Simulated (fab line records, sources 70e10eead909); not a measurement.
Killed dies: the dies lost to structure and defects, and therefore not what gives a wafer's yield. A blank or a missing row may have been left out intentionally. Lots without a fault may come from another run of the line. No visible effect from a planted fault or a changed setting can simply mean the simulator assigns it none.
Matching of chambers || flow nand-harc || cmp-02 running NHARC_A_STAIRCASE_CMP_472: 4 sister chambers
The step polishes SiO2. 8 wafers are shown with their chamber, then 12 later ones without.

WAFERS, EACH WITH ITS CHAMBER
{"wafer": "L078.4", "chamber": 1, "motor-current-A (A)": 12.9, "retaining-ring-pressure-frac": 0.994}
{"wafer": "L085.2", "chamber": 2, "motor-current-A (A)": 11.1, "retaining-ring-pressure-frac": 0.991}
{"wafer": "L084.1", "chamber": 0, "motor-current-A (A)": 11.0, "retaining-ring-pressure-frac": 0.997}
{"wafer": "L084.5", "chamber": 3, "motor-current-A (A)": 11.9, "retaining-ring-pressure-frac": 0.993}
{"wafer": "L084.6", "chamber": 0, "motor-current-A (A)": 11.2, "retaining-ring-pressure-frac": 1.007}
{"wafer": "L087.3", "chamber": 1, "motor-current-A (A)": 13.3, "retaining-ring-pressure-frac": 0.997}
{"wafer": "L087.4", "chamber": 2, "motor-current-A (A)": 11.4, "retaining-ring-pressure-frac": 1.002}
{"wafer": "L087.5", "chamber": 3, "motor-current-A (A)": 12.5, "retaining-ring-pressure-frac": 0.992}

WAFERS WHOSE CHAMBER IS MISSING
{"wafer": "L090.2", "motor-current-A (A)": 11.5, "retaining-ring-pressure-frac": 0.996}
{"wafer": "L090.4", "motor-current-A (A)": 13.0, "retaining-ring-pressure-frac": 0.998}
{"wafer": "L090.5", "motor-current-A (A)": 11.9, "retaining-ring-pressure-frac": 0.995}
{"wafer": "L092.1", "motor-current-A (A)": 10.8, "retaining-ring-pressure-frac": 0.995}
{"wafer": "L092.4", "motor-current-A (A)": 11.6, "retaining-ring-pressure-frac": 0.997}
{"wafer": "L092.5", "motor-current-A (A)": 13.3, "retaining-ring-pressure-frac": 0.992}
{"wafer": "L093.1", "motor-current-A (A)": 10.9, "retaining-ring-pressure-frac": 0.994}
{"wafer": "L093.2", "motor-current-A (A)": 12.0, "retaining-ring-pressure-frac": 0.991}
{"wafer": "L093.5", "motor-current-A (A)": 12.0, "retaining-ring-pressure-frac": 1.000}
{"wafer": "L096.1", "motor-current-A (A)": 11.4, "retaining-ring-pressure-frac": 0.996}
{"wafer": "L096.3", "motor-current-A (A)": 11.1, "retaining-ring-pressure-frac": 0.989}
{"wafer": "L096.5", "motor-current-A (A)": 12.1, "retaining-ring-pressure-frac": 1.002}

WHICH CHAMBER EACH ONE RAN IN
{"wafer": "L090.2", "from the rows above": "can't be placed: 2 or 0 or 3", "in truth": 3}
{"wafer": "L090.4", "from the rows above": 1, "in truth": 1}
{"wafer": "L090.5", "from the rows above": "can't be placed: 3 or 2 or 0", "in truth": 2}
{"wafer": "L092.1", "from the rows above": "can't be placed: 2 or 0", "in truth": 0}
{"wafer": "L092.4", "from the rows above": "can't be placed: 2 or 0 or 3", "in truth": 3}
{"wafer": "L092.5", "from the rows above": 1, "in truth": 1}
{"wafer": "L093.1", "from the rows above": "can't be placed: 2 or 0", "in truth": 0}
{"wafer": "L093.2", "from the rows above": 3, "in truth": 3}
{"wafer": "L093.5", "from the rows above": "can't be placed: 3 or 2 or 0", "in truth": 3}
{"wafer": "L096.1", "from the rows above": "can't be placed: 2 or 0", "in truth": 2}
{"wafer": "L096.3", "from the rows above": "can't be placed: 2 or 0", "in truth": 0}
{"wafer": "L096.5", "from the rows above": "can't be placed: 3 or 2 or 0 or 1", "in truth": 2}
3 of 12 placed correctly. These rows do not allow placing 9 (true chamber among the candidates in 9). Wrongly placed: 0.
How it was worked out, from the rows above alone: a wafer's distance from a chamber is the root of the sum, over the readings, of the square of ((its reading less the chamber's mean) divided by the reading's scatter). The wafer belongs to the nearest chamber; if the next one is less than 2 further off, it can't be placed. A chamber's mean is the mean of its shown wafers. The scatter is the square root of a quotient: the sum, over the shown wafers, of each reading's squared deviation from its chamber's mean, divided by wafers minus chambers.
